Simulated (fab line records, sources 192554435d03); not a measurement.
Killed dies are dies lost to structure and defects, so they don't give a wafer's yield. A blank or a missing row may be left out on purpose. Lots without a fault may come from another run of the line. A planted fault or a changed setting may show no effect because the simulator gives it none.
Chamber matching | flow n5_finfet | N5_HKMG_FIN_DESCUM_17 on rie_diel-05: 4 sister chambers
The step chemistry O2, time 7.9 s. 4 wafers are shown with their chamber, then 8 later ones without.

WAFERS WITH THEIR CHAMBER
wafer  | chamber | showerhead_plenum_p_Torr (Torr)
L077.2 | 1       | 2.05
L085.2 | 2       | 2.23
L085.4 | 0       | 1.95
L087.3 | 3       | 2.15

WAFERS WITHOUT THEIR CHAMBER
wafer  | showerhead_plenum_p_Torr (Torr)
L087.4 | 2.05
L087.5 | 2.05
L088.1 | 2.05
L088.2 | 1.94
L088.5 | 2.05
L097.1 | 1.94
L097.3 | 2.04
L097.6 | 2.04

WHICH CHAMBER EACH WENT THROUGH
wafer  | from the rows above | in truth
L087.4 | 1                   | 1
L087.5 | 1                   | 1
L088.1 | 1                   | 1
L088.2 | 0                   | 0
L088.5 | 1                   | 1
L097.1 | 0                   | 0
L097.3 | 1                   | 1
L097.6 | 1                   | 1
Placed correctly: 8 of 8. Can't be placed from these rows: 0. Placed wrongly: 0.
How it was worked out, from the rows above alone: a wafer's distance from a chamber is the root of the sum, over the readings, of the square of ((its reading less the chamber's mean) divided by the reading's scatter). The wafer belongs to the nearest chamber; if the next one is less than 2 further off, it can't be placed. A chamber's mean is the mean of its shown wafers. The scatter: with one shown wafer a chamber, the root of the mean of the squares of how far each hidden wafer lies from its nearest shown one.
